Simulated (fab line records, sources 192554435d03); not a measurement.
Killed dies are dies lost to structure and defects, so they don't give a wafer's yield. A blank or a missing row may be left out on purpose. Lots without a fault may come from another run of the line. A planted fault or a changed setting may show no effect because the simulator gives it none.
Problem report in the 8D (eight disciplines) form, filled by code | flow n5_finfet | the parts of the form that need people (team, actions taken, sign-off) are left out

1. THE PROBLEM
sort_bin_5_function at N5_PASSIVATION_PROBE_49 reads a mean of 96.3 % on 6 wafers of 2 lots; wafers without a fault read 5.2 % with a standard deviation of 0.96. That is +95 standard deviations from the usual mean.
First seen on wafer L829.1, day 14 05:55, on prober-02. The record holds 6 wafers of 2 lots with a number at this step. Rule for "out", or "out of limits": more than 4 standard deviations from the usual mean. The other wafers with a number count as sound.

2. WHAT IT IS AND WHAT IT IS NOT
question                    | is                                                                                                                      | is not
which readings at this step | sort_bin_5_function, defect_limited_yield, killed_at_front_end, killed_dies, killed_on_rim, sort_n_pass, sort_yield_pct | killed_at_M0_to_M3, killed_at_M4_up, killed_at_contacts, killed_at_other, killed_open, killed_short, sort_bin_6_memory
which lots                  | L828, L829                                                                                                              | -
which wafers of those lots  | all that have a number                                                                                                  | -
read on which tools         | prober-01, prober-02                                                                                                    | -
when                        | from day 14 05:55                                                                                                       | up to then (0 sound wafers)

3. SUSPECTS, AND WHAT RULES EACH OUT
Counting: a tool at a process step up to the reading stays a suspect if it ran every lot that is out and no sound lot after the first of them.
- rie_metal-01 at N5_GATE_CUT_ETCH_56 (etches TiN in Cl2/Ar, target depth 21.6 nm): kept. It ran every lot that is out, first L828 (day 6 06:58), and no sound lot after that.
- rie_metal-01 at N5_GATE_CUT_ETCHBACK_30 (etches TiN in Cl2/Ar, target depth 3 nm): kept. It ran every lot that is out, first L828 (day 6 07:04), and no sound lot after that.
- cmp-04 at N5_GATE_CUT_CMP_02 (polishes, stops on SiO2, t overpolish 12.7 s, target thk 0 nm): kept. It ran every lot that is out, first L828 (day 6 10:03), and no sound lot after that.
Left after counting: rie_metal-01 at N5_GATE_CUT_ETCH_56, rie_metal-01 at N5_GATE_CUT_ETCHBACK_30, cmp-04 at N5_GATE_CUT_CMP_02.

4. THE CAUSE (what the simulator had put in)
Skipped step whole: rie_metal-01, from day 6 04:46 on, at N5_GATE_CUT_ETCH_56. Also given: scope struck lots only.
Counting left 3 suspects, and this tool is among them.

5. THE CHAIN OF EFFECTS, in route order
Each row: a reading whose mean over the struck wafers that have a number lies more than 3 standard deviations from the usual. Only readings for which the record gives a usual standard deviation are gone through. hours: the time from each lot's start at the first step in this table that gives one to its start at this step, as a median over the lots. sigmas: the change in usual standard deviations.
hours | step                    | reading              | usual  | on struck wafers | change | sigmas
0     | N5_PASSIVATION_PROBE_49 | defect_limited_yield | 91.1 % | 0.0              | -91.1  | -65
0     | N5_PASSIVATION_PROBE_49 | killed_at_front_end  | 41     | 1114             | +1073  | +89
0     | N5_PASSIVATION_PROBE_49 | killed_dies          | 105    | 1180             | +1075  | +67
0     | N5_PASSIVATION_PROBE_49 | killed_on_rim        | 14     | 152              | +138   | +36
0     | N5_PASSIVATION_PROBE_49 | sort_bin_5_function  | 5.2 %  | 96.3             | +91.1  | +95
0     | N5_PASSIVATION_PROBE_49 | sort_n_pass          | 1075   | 0                | -1075  | -67
0     | N5_PASSIVATION_PROBE_49 | sort_yield_pct       | 91.1 % | 0.0              | -91.1  | -65
The process steps in it:
- N5_PASSIVATION_PROBE_49
Readings that are blank on the struck wafers while sound wafers have them: bias_w at N5_GATE_CUT_ETCH_56; chamber_pressure_mTorr at N5_GATE_CUT_ETCH_56; drypump_motor_current_A at N5_GATE_CUT_ETCH_56; oes_product_au at N5_GATE_CUT_ETCH_56; throttle_valve_pct at N5_GATE_CUT_ETCH_56.

6. WHAT WOULD HAVE CAUGHT IT SOONER
In this record the first reading out of limits was taken at day 14 05:55, 193 hours after the fault began at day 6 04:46.
At N5_GATE_CUT_ETCH_56 the tool's readings are blank on the struck wafers, where sound wafers have them: an empty tool record is the first sign, and it was there at once.
All the lots that are out (2) had begun N5_GATE_CUT_ETCH_56 on rie_metal-01 by day 14 05:55. A hold on the tool at that time would have spared none of them.
